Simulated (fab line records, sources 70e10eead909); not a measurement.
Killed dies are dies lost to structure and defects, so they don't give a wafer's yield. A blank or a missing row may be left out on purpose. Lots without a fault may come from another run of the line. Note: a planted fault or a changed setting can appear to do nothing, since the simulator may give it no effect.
fab line records	flow nand-harc	part 1 of 2: steps 1 to 25 of 36
record: lots: 5	wafers: 15	last-day: 31
route steps=1302 shown P_GATE@178
lots untouched by any fault: they come from a run of this same line in which no faults occurred
start-h: the number of hours between the record's first day and the start of the first shown wafer of the lot	wait-h: hours since the lot's step before	" as in the row above	L1.1+2: a single row standing in for several wafers	- value missing, or start not given	* or withheld: withheld	< > ~ a bound
route shown NAME@n: a module of which the file shows steps, and the number in the route of the first	usual: mean and standard deviation over wafers with no fault	same: alike in all rows	chamber/n: place in a boat	sites: per-site readings	_std_site: standard deviation across them	_edge_site: outer sites' mean less inner sites'	radius-mm: for every site, how far away it sits from the centre of the wafer	mask NAME#n: copy n	behind: the tool/chamber that last shaped the wafer	hold: why the lot went on hold/how many hours it stayed there/how the hold came to an end	device: the n, p or np transistor that did not switch	end of line: at the end of the route, the tests of the same wafers	a step with no rows: only its recipe	killed: dies that structure and defects cost at the first sort, which is not the same as the wafer's yield	map: a wafer's dies, x killed, . not, _ none there
set.NAME: the run value of the setting; set.NAME@STEP: its run value at that earlier step	model.NAME: the simulator's own value behind a step, which no gauge read
lots seen at some steps along the route; tables by step, rows by wafer
services: a tool's chamber out of use, with start hour (start-h, from the record's first day; less than 0 if before it), hours out, and reason
== steps ==
step: NHARC_P_GATE_HMDS_52
recipe: time-s: 30
usual: resist-line-temp-C: 22.99/0.11
lot.wafer	tool	chamber	start-h	wait-h	resist-line-temp-C
L085.1	litho-track-07	0	-	-	23.09
L085.4	"	0	"	"	22.96
L085.5	"	0	"	"	22.90
L089.4	litho-track-03	0	-	-	23.10
L089.5	"	0	"	"	23.01
L089.6	"	0	"	"	23.09
L088.2	litho-track-07	0	-	-	22.80
L088.3	"	0	"	"	22.73
L088.6	"	0	"	"	22.79
L092.2	litho-track-03	0	-	-	22.99
L092.4	"	0	"	"	23.05
L092.5	"	0	"	"	23.18
L094.1	litho-track-07	0	-	-	23.14
L094.2	"	0	"	"	22.92
L094.3	"	0	"	"	23.15
step: NHARC_P_GATE_COAT_53
recipe: spin-rpm: 3000
usual: resist-line-temp-C: 23.00/0.099
lot.wafer	tool	chamber	start-h	wait-h	resist-line-temp-C
L085.1	litho-track-07	0	-	-	22.94
L085.4	"	0	"	"	23.01
L085.5	"	0	"	"	22.84
L089.4	litho-track-03	0	-	-	23.08
L089.5	"	0	"	"	22.99
L089.6	"	0	"	"	23.08
L088.2	litho-track-07	0	-	-	23.01
L088.3	"	0	"	"	22.93
L088.6	"	0	"	"	23.09
L092.2	litho-track-03	0	-	-	22.71
L092.4	"	0	"	"	23.15
L092.5	"	0	"	"	22.97
L094.1	litho-track-07	0	-	-	22.99
L094.2	"	0	"	"	23.10
L094.3	"	0	"	"	23.06
step: NHARC_P_GATE_SOFTBAKE_54
recipe: temp-c: 122	time-s: 95
usual: resist-line-temp-C: 23.00/0.093
lot.wafer	tool	chamber	start-h	wait-h	resist-line-temp-C
L085.1	litho-track-07	0	-	-	22.90
L085.4	"	0	"	"	23.11
L085.5	"	0	"	"	22.98
L089.4	litho-track-03	0	-	-	22.94
L089.5	"	0	"	"	23.02
L089.6	"	0	"	"	22.99
L088.2	litho-track-07	0	-	-	22.99
L088.3	"	0	"	"	22.94
L088.6	"	0	"	"	22.86
L092.2	litho-track-03	0	-	-	22.91
L092.4	"	0	"	"	22.85
L092.5	"	0	"	"	22.89
L094.1	litho-track-07	0	-	-	23.10
L094.2	"	0	"	"	23.14
L094.3	"	0	"	"	23.05
step: NHARC_P_GATE_EBR_55
usual: resist-line-temp-C: 23.02/0.095
lot.wafer	tool	chamber	start-h	wait-h	resist-line-temp-C
L085.1	litho-track-07	0	-	-	22.93
L085.4	"	0	"	"	23.03
L085.5	"	0	"	"	22.94
L089.4	litho-track-03	0	-	-	22.83
L089.5	"	0	"	"	23.00
L089.6	"	0	"	"	22.92
L088.2	litho-track-07	0	-	-	23.03
L088.3	"	0	"	"	22.92
L088.6	"	0	"	"	22.93
L092.2	litho-track-03	0	-	-	23.01
L092.4	"	0	"	"	22.99
L092.5	"	0	"	"	23.07
L094.1	litho-track-07	0	-	-	23.03
L094.2	"	0	"	"	22.87
L094.3	"	0	"	"	22.99
step: NHARC_P_GATE_EXPOSE_56
recipe: na: 0.6	target-cd-nm: 720	dose-mj: 14.81	mask-id: P_PSD
lot.wafer	tool	chamber	start-h	wait-h	mask
L085.1+4+5	krf-scanner-03	0	223.60	-	P_PSD#0
L089.4+5+6	krf-scanner-02	0	257.96	-	P_PSD#0
L088.2+3+6	krf-scanner-02	0	258.47	-	P_PSD#0
L092.2+4+5	krf-scanner-03	0	286.28	-	P_PSD#0
L094.1+2+3	krf-scanner-03	0	309.55	-	P_PSD#0
step: NHARC_P_GATE_PEB_57
recipe: peb-temp-c: 118	peb-time-s: 85
usual: resist-line-temp-C: 23.01/0.12
lot.wafer	tool	chamber	start-h	wait-h	resist-line-temp-C
L085.1	litho-track-03	0	223.67	0.1	22.92
L085.4	"	0	"	"	22.87
L085.5	"	0	"	"	23.14
L089.4	litho-track-05	0	258.01	0.0	23.10
L089.5	"	0	"	"	23.14
L089.6	"	0	"	"	22.98
L088.2	litho-track-05	0	258.53	0.1	23.17
L088.3	"	0	"	"	23.20
L088.6	"	0	"	"	23.14
L092.2	litho-track-07	0	286.35	0.1	23.13
L092.4	"	0	"	"	23.08
L092.5	"	0	"	"	23.00
L094.1	litho-track-03	0	309.62	0.1	23.05
L094.2	"	0	"	"	23.22
L094.3	"	0	"	"	23.18
step: NHARC_P_GATE_DEVELOP_58
recipe: time-s: 70
usual: resist-line-temp-C: 23.01/0.11
lot.wafer	tool	chamber	start-h	wait-h	resist-line-temp-C
L085.1	litho-track-03	0	-	-	23.15
L085.4	"	0	"	"	22.91
L085.5	"	0	"	"	23.05
L089.4	litho-track-05	0	-	-	23.13
L089.5	"	0	"	"	23.09
L089.6	"	0	"	"	23.09
L088.2	litho-track-05	0	-	-	23.11
L088.3	"	0	"	"	22.99
L088.6	"	0	"	"	23.08
L092.2	litho-track-07	0	-	-	23.06
L092.4	"	0	"	"	23.18
L092.5	"	0	"	"	22.96
L094.1	litho-track-03	0	-	-	23.09
L094.2	"	0	"	"	23.08
L094.3	"	0	"	"	23.02
step: NHARC_P_GATE_CD_MEAS_59
recipe: target-cd-nm: 720	landing-energy-ev: 500
usual: cd-nm: 720.2/1.2
lot.wafer	tool	chamber	start-h	wait-h	cd-nm
L085.1	cd-sem-01	0	223.76	-	719.9
L085.4	"	0	"	"	718.9
L085.5	"	0	"	"	719.1
L089.4	cd-sem-02	0	258.11	-	720.8
L089.5	"	0	"	"	721.1
L089.6	"	0	"	"	720.4
L088.2	cd-sem-02	0	258.62	-	719.1
L088.3	"	0	"	"	719.7
L088.6	"	0	"	"	719.8
L092.2	cd-sem-02	0	286.44	-	720.7
L092.4	"	0	"	"	721.4
L092.5	"	0	"	"	720.5
L094.1	cd-sem-02	0	309.71	-	720.2
L094.2	"	0	"	"	721.8
L094.3	"	0	"	"	720.9
step: NHARC_P_GATE_HARDBAKE_60
recipe: temp-c: 125	time-s: 80
usual: resist-line-temp-C: 22.99/0.1
lot.wafer	tool	chamber	start-h	wait-h	resist-line-temp-C
L085.1	litho-track-05	0	223.84	-	22.83
L085.4	"	0	"	"	23.05
L085.5	"	0	"	"	22.95
L089.4	litho-track-05	0	258.19	-	22.80
L089.5	"	0	"	"	22.80
L089.6	"	0	"	"	22.99
L088.2	litho-track-03	0	258.70	-	22.92
L088.3	"	0	"	"	22.91
L088.6	"	0	"	"	22.82
L092.2	litho-track-03	0	286.52	-	23.03
L092.4	"	0	"	"	22.83
L092.5	"	0	"	"	23.15
L094.1	litho-track-03	0	309.79	-	22.88
L094.2	"	0	"	"	22.91
L094.3	"	0	"	"	23.25
step: NHARC_P_GATE_DESCUM_61
recipe: time-s: 3	o2-flow-sccm: 200	ar-flow-sccm: 0	bias-power-w: 0	chemistry: O2
usual: drypump-motor-current-A: 5.6/0.33	oes-product-au: 1.001/0.007	rf-vpp-V: 57.8/0.95	showerhead-plenum-p-Torr: 1.91/0.09	throttle-valve-pct: 11.311/0.0095
lot.wafer	tool	chamber	start-h	wait-h	drypump-motor-current-A	oes-product-au	rf-hours-counter-h	rf-vpp-V	showerhead-plenum-p-Torr	throttle-valve-pct
L085.4	rie-diel-05	1	223.92	-	5.9	1.014	8.4	58.9	1.97	11.303
L085.1	"	3	"	"	5.1	0.998	9.7	56.6	1.78	11.320
L085.5	"	1	"	"	5.9	0.999	-	59.4	1.97	11.313
L089.4	rie-diel-13	3	258.27	-	5.7	0.995	3.9	57.7	1.91	11.331
L089.5	"	2	"	"	5.8	0.995	-	56.5	1.94	11.312
L089.6	"	3	"	"	5.8	1.002	-	56.4	1.91	11.306
L088.2	rie-diel-02	0	258.78	-	5.6	0.991	2.0	57.3	1.96	11.313
L088.3	"	3	"	"	6.2	0.992	1.7	57.5	2.01	11.312
L088.6	"	1	"	"	5.4	0.988	-	57.3	1.93	11.311
L092.2	rie-diel-13	1	286.63	-	5.4	0.997	5.0	56.2	1.80	11.314
L092.4	"	3	"	"	5.7	0.998	-	59.3	1.91	11.307
L092.5	"	1	"	"	5.4	0.998	-	58.4	1.80	11.309
L094.3	rie-diel-13	3	309.87	-	5.7	0.994	6.7	57.7	1.91	11.301
L094.1	"	1	"	"	5.4	1.003	6.0	57.5	1.80	11.318
L094.2	"	2	"	"	5.8	0.999	5.8	58.0	1.94	11.307
step: NHARC_P_GATE_IMPLANT_62
recipe: energy-kev: 20	dose-cm2: 3e+15	tilt-deg: 7
usual: beam-on-s: 34.0/1.1
lot.wafer	tool	chamber	start-h	wait-h	beam-on-s
L085.1	implanter-02	0	224.07	0.1	36.4
L085.4	"	0	"	"	34.2
L085.5	"	0	"	"	35.8
L089.4	implanter-02	0	258.50	0.2	34.6
L089.5	"	0	"	"	34.7
L089.6	"	0	"	"	35.2
L088.2	implanter-01	0	258.96	0.2	32.2
L088.3	"	0	"	"	32.5
L088.6	"	0	"	"	33.5
L092.2	implanter-01	0	286.80	0.2	32.7
L092.4	"	0	"	"	32.3
L092.5	"	0	"	"	33.8
L094.1	implanter-02	0	310.03	0.1	34.5
L094.2	"	0	"	"	34.2
L094.3	"	0	"	"	34.4
step: NHARC_P_GATE_STRIP_112
recipe: power-w: 1500	temp-c: 110	time-s: 200	chemistry: N2/H2
usual: drypump-motor-current-A: 5.45/0.29	heater-power-w: 84/6.2	temp-c: 109.98/0.14
lot.wafer	tool	chamber	start-h	wait-h	drypump-motor-current-A	heater-power-w	rf-hours-counter-h	temp-c
L085.1	plasma-asher-01	1	225.03	0.9	5.75	93	11	109.81
L085.4	"	1	"	"	5.73	97	-	109.87
L085.5	"	1	"	"	5.72	95	-	110.05
L089.4	plasma-asher-01	0	258.72	0.2	5.34	80	-	110.04
L089.5	"	0	"	"	5.37	81	-	110.14
L089.6	"	1	"	"	5.71	94	-	109.90
L088.2	plasma-asher-01	0	259.20	0.2	5.38	81	20	110.00
L088.3	"	0	"	"	5.37	82	-	110.09
L088.6	"	1	"	"	5.73	93	-	109.80
L092.2	plasma-asher-02	1	287.04	0.2	4.91	85	5	110.08
L092.4	"	0	"	"	5.66	78	-	110.00
L092.5	"	1	"	"	4.91	86	-	110.00
L094.1	plasma-asher-02	0	310.25	0.2	5.64	76	11	110.06
L094.2	"	1	"	"	4.95	85	11	109.91
L094.3	"	0	"	"	5.64	77	-	109.83
step: NHARC_P_GATE_STRIP_76
recipe: power-w: 1500	temp-c: 250	chemistry: O2
usual: drypump-motor-current-A: 5.45/0.29	heater-power-w: 317/24	temp-c: 250.00/0.17
lot.wafer	tool	chamber	start-h	wait-h	drypump-motor-current-A	heater-power-w	rf-hours-counter-h	temp-c
L085.1	plasma-asher-01	1	225.26	0.2	5.73	357	12	250.14
L085.4	"	1	"	"	5.74	346	-	250.13
L085.5	"	1	"	"	5.74	357	-	250.11
L089.4	plasma-asher-01	0	258.91	0.2	5.37	304	-	250.14
L089.5	"	0	"	"	5.38	304	-	250.20
L089.6	"	1	"	"	5.71	355	-	249.88
L088.2	plasma-asher-01	0	259.42	0.2	5.39	306	20	249.93
L088.3	"	0	"	"	5.38	299	-	249.81
L088.6	"	1	"	"	5.73	351	-	250.14
L092.2	plasma-asher-02	1	287.27	0.2	4.93	319	6	249.92
L092.4	"	0	"	"	5.64	293	-	249.95
L092.5	"	1	"	"	4.94	324	-	250.16
L094.1	plasma-asher-02	0	310.51	0.2	5.64	284	11	250.02
L094.2	"	1	"	"	4.93	313	11	249.92
L094.3	"	0	"	"	5.63	280	-	250.04
step: NHARC_P_GATE_STRIP_63
recipe: time-s: 900	temp-c: 130	chemistry: SPM
usual: bath-guard-temp-C: 130.0/0.46	temp-c: 129.98/0.14
lot.wafer	tool	chamber	start-h	wait-h	bath-guard-temp-C	temp-c
L085.5	wet-bench-07	4	225.40	0.1	129.9	129.99
L085.1	"	6	"	"	130.2	130.02
L085.4	"	0	"	"	130.4	129.94
L089.4	wet-bench-07	2	259.03	0.1	129.4	129.88
L089.6	"	5	"	"	130.1	129.98
L089.5	"	6	"	"	129.8	129.90
L088.2	wet-bench-04	2	259.56	0.1	129.8	130.11
L088.3	"	4	"	"	129.8	130.09
L088.6	"	6	"	"	129.3	130.15
L092.2	wet-bench-04	6	287.41	0.1	129.9	129.97
L092.4	"	7	"	"	130.2	129.94
L092.5	"	2	"	"	130.0	129.89
L094.1	wet-bench-07	3	310.68	0.2	130.2	129.94
L094.3	"	4	"	"	129.7	130.23
L094.2	"	5	"	"	129.8	130.00
step: NHARC_P_GATE_DEHYDRATE_83
recipe: temp-c: 150	time-s: 120
usual: resist-line-temp-C: 23.00/0.11
lot.wafer	tool	chamber	start-h	wait-h	resist-line-temp-C
L085.1	litho-track-07	0	225.74	-	23.01
L085.4	"	0	"	"	23.12
L085.5	"	0	"	"	23.02
L089.4	litho-track-07	0	259.39	-	23.14
L089.5	"	0	"	"	23.25
L089.6	"	0	"	"	22.96
L088.2	litho-track-07	0	259.90	-	22.80
L088.3	"	0	"	"	22.78
L088.6	"	0	"	"	22.85
L092.2	litho-track-07	0	287.76	-	23.05
L092.4	"	0	"	"	23.02
L092.5	"	0	"	"	22.89
L094.1	litho-track-05	0	311.01	-	22.89
L094.2	"	0	"	"	22.93
L094.3	"	0	"	"	23.00
step: NHARC_P_GATE_HMDS_84
recipe: time-s: 30
usual: resist-line-temp-C: 23.02/0.11
lot.wafer	tool	chamber	start-h	wait-h	resist-line-temp-C
L085.1	litho-track-07	0	-	-	23.02
L085.4	"	0	"	"	23.12
L085.5	"	0	"	"	23.13
L089.4	litho-track-07	0	-	-	22.98
L089.5	"	0	"	"	23.02
L089.6	"	0	"	"	23.05
L088.2	litho-track-07	0	-	-	23.18
L088.3	"	0	"	"	22.90
L088.6	"	0	"	"	22.98
L092.2	litho-track-07	0	-	-	22.95
L092.4	"	0	"	"	22.84
L092.5	"	0	"	"	22.87
L094.1	litho-track-05	0	-	-	23.19
L094.2	"	0	"	"	23.11
L094.3	"	0	"	"	23.01
step: NHARC_P_GATE_COAT_85
recipe: spin-rpm: 3000
usual: resist-line-temp-C: 22.98/0.11
lot.wafer	tool	chamber	start-h	wait-h	resist-line-temp-C
L085.1	litho-track-07	0	-	-	22.84
L085.4	"	0	"	"	22.90
L085.5	"	0	"	"	22.83
L089.4	litho-track-07	0	-	-	22.99
L089.5	"	0	"	"	22.93
L089.6	"	0	"	"	22.93
L088.2	litho-track-07	0	-	-	22.95
L088.3	"	0	"	"	22.93
L088.6	"	0	"	"	22.86
L092.2	litho-track-07	0	-	-	23.00
L092.4	"	0	"	"	22.96
L092.5	"	0	"	"	22.93
L094.1	litho-track-05	0	-	-	22.94
L094.2	"	0	"	"	22.97
L094.3	"	0	"	"	23.06
step: NHARC_P_GATE_SOFTBAKE_86
recipe: temp-c: 122	time-s: 95
usual: resist-line-temp-C: 23.00/0.12
lot.wafer	tool	chamber	start-h	wait-h	resist-line-temp-C
L085.1	litho-track-07	0	-	-	22.93
L085.4	"	0	"	"	22.78
L085.5	"	0	"	"	22.87
L089.4	litho-track-07	0	-	-	23.12
L089.5	"	0	"	"	22.98
L089.6	"	0	"	"	23.02
L088.2	litho-track-07	0	-	-	22.82
L088.3	"	0	"	"	22.93
L088.6	"	0	"	"	22.98
L092.2	litho-track-07	0	-	-	23.05
L092.4	"	0	"	"	23.10
L092.5	"	0	"	"	23.10
L094.1	litho-track-05	0	-	-	23.12
L094.2	"	0	"	"	22.77
L094.3	"	0	"	"	23.01
step: NHARC_P_GATE_EBR_87
usual: resist-line-temp-C: 23.01/0.099
lot.wafer	tool	chamber	start-h	wait-h	resist-line-temp-C
L085.1	litho-track-07	0	-	-	23.07
L085.4	"	0	"	"	22.95
L085.5	"	0	"	"	23.06
L089.4	litho-track-07	0	-	-	23.16
L089.5	"	0	"	"	23.16
L089.6	"	0	"	"	23.03
L088.2	litho-track-07	0	-	-	22.97
L088.3	"	0	"	"	23.06
L088.6	"	0	"	"	23.01
L092.2	litho-track-07	0	-	-	22.99
L092.4	"	0	"	"	22.88
L092.5	"	0	"	"	22.92
L094.1	litho-track-05	0	-	-	22.95
L094.2	"	0	"	"	22.89
L094.3	"	0	"	"	23.16
step: NHARC_P_GATE_EXPOSE_88
recipe: na: 0.6	target-cd-nm: 2000	dose-mj: 11.87	mask-id: P_HVN
lot.wafer	tool	chamber	start-h	wait-h	mask
L085.1+4+5	krf-scanner-02	0	226.01	-	P_HVN#0
L089.4+5+6	krf-scanner-01	0	259.67	-	P_HVN#0
L088.2+3+6	krf-scanner-03	0	260.18	-	P_HVN#0
L092.2+4+5	krf-scanner-02	0	287.91	-	P_HVN#0
L094.1+2+3	krf-scanner-01	0	311.15	-	P_HVN#0
step: NHARC_P_GATE_PEB_89
recipe: peb-temp-c: 118	peb-time-s: 85
usual: resist-line-temp-C: 23.00/0.098
lot.wafer	tool	chamber	start-h	wait-h	resist-line-temp-C
L085.1	litho-track-05	0	226.07	0.1	22.80
L085.4	"	0	"	"	22.98
L085.5	"	0	"	"	22.87
L089.4	litho-track-05	0	259.73	0.0	23.06
L089.5	"	0	"	"	23.01
L089.6	"	0	"	"	23.00
L088.2	litho-track-05	0	260.25	0.1	23.05
L088.3	"	0	"	"	23.02
L088.6	"	0	"	"	23.07
L092.2	litho-track-07	0	287.97	0.1	23.06
L092.4	"	0	"	"	22.98
L092.5	"	0	"	"	23.13
L094.1	litho-track-07	0	311.22	0.1	23.10
L094.2	"	0	"	"	22.92
L094.3	"	0	"	"	23.02
step: NHARC_P_GATE_DEVELOP_90
recipe: time-s: 70
usual: resist-line-temp-C: 22.98/0.11
lot.wafer	tool	chamber	start-h	wait-h	resist-line-temp-C
L085.1	litho-track-05	0	-	-	22.80
L085.4	"	0	"	"	23.02
L085.5	"	0	"	"	22.91
L089.4	litho-track-05	0	-	-	23.02
L089.5	"	0	"	"	22.95
L089.6	"	0	"	"	22.84
L088.2	litho-track-05	0	-	-	22.99
L088.3	"	0	"	"	22.98
L088.6	"	0	"	"	23.11
L092.2	litho-track-07	0	-	-	23.00
L092.4	"	0	"	"	22.96
L092.5	"	0	"	"	23.00
L094.1	litho-track-07	0	-	-	23.05
L094.2	"	0	"	"	23.00
L094.3	"	0	"	"	22.96
step: NHARC_P_GATE_CD_MEAS_91
recipe: target-cd-nm: 2000	landing-energy-ev: 500
usual: cd-nm: 2000.1/1.4
lot.wafer	tool	chamber	start-h	wait-h	cd-nm
L085.1	cd-sem-03	0	226.16	-	1999.6
L085.4	"	0	"	"	1999.0
L085.5	"	0	"	"	2001.0
L089.4	cd-sem-03	0	259.82	-	1999.4
L089.5	"	0	"	"	2000.7
L089.6	"	0	"	"	2000.7
L088.2	cd-sem-02	0	260.34	-	2000.1
L088.3	"	0	"	"	1999.2
L088.6	"	0	"	"	2000.2
L092.2	cd-sem-01	0	288.06	-	1999.7
L092.4	"	0	"	"	2000.7
L092.5	"	0	"	"	1999.2
L094.1	cd-sem-03	0	311.31	-	1998.0
L094.2	"	0	"	"	1999.8
L094.3	"	0	"	"	1999.4
step: NHARC_P_GATE_HARDBAKE_92
recipe: temp-c: 125	time-s: 80
usual: resist-line-temp-C: 23.01/0.11
lot.wafer	tool	chamber	start-h	wait-h	resist-line-temp-C
L085.1	litho-track-03	0	226.24	-	23.00
L085.4	"	0	"	"	22.91
L085.5	"	0	"	"	22.82
L089.4	litho-track-05	0	259.90	-	23.12
L089.5	"	0	"	"	23.15
L089.6	"	0	"	"	23.06
L088.2	litho-track-03	0	260.42	-	22.93
L088.3	"	0	"	"	23.09
L088.6	"	0	"	"	23.13
L092.2	litho-track-07	0	288.14	-	23.10
L092.4	"	0	"	"	23.08
L092.5	"	0	"	"	23.00
L094.1	litho-track-05	0	311.39	-	23.07
L094.2	"	0	"	"	22.91
L094.3	"	0	"	"	23.22
step: NHARC_P_GATE_DESCUM_93
recipe: time-s: 3	o2-flow-sccm: 200	ar-flow-sccm: 0	bias-power-w: 0	chemistry: O2
usual: drypump-motor-current-A: 5.6/0.33	oes-product-au: 1.000/0.0066	rf-vpp-V: 57.9/0.82	showerhead-plenum-p-Torr: 1.91/0.08	throttle-valve-pct: 11.310/0.0086
lot.wafer	tool	chamber	start-h	wait-h	drypump-motor-current-A	oes-product-au	rf-hours-counter-h	rf-vpp-V	showerhead-plenum-p-Torr	throttle-valve-pct
L085.1	rie-diel-13	2	226.34	-	5.8	1.006	1.8	60.1	1.94	11.317
L085.5	"	2	"	"	5.8	1.001	-	57.2	1.94	11.311
L085.4	"	0	"	"	5.1	0.995	-	56.4	1.82	11.323
L089.4	rie-diel-13	1	260.00	-	5.4	0.995	3.8	57.5	1.80	11.314
L089.5	"	3	"	"	5.7	1.005	-	57.1	1.91	11.317
L089.6	"	0	"	"	5.2	1.006	-	56.6	1.82	11.298
L088.3	rie-diel-02	1	260.50	-	5.4	0.992	2.1	56.7	1.93	11.317
L088.2	"	3	"	"	6.2	0.996	1.7	57.5	2.01	11.290
L088.6	"	1	"	"	5.4	0.996	-	57.7	1.93	11.313
L092.4	rie-diel-02	1	288.22	-	5.3	0.984	4.1	59.4	1.93	11.313
L092.2	"	3	"	"	6.2	1.001	4.6	57.2	2.01	11.302
L092.5	"	2	"	"	5.3	1.000	-	56.9	1.84	11.310
L094.3	rie-diel-02	3	311.47	-	6.2	1.002	6.1	58.9	2.01	11.312
L094.2	"	0	"	"	5.6	1.005	5.8	58.0	1.96	11.307
L094.1	"	1	"	"	5.3	0.988	5.1	57.5	1.93	11.310
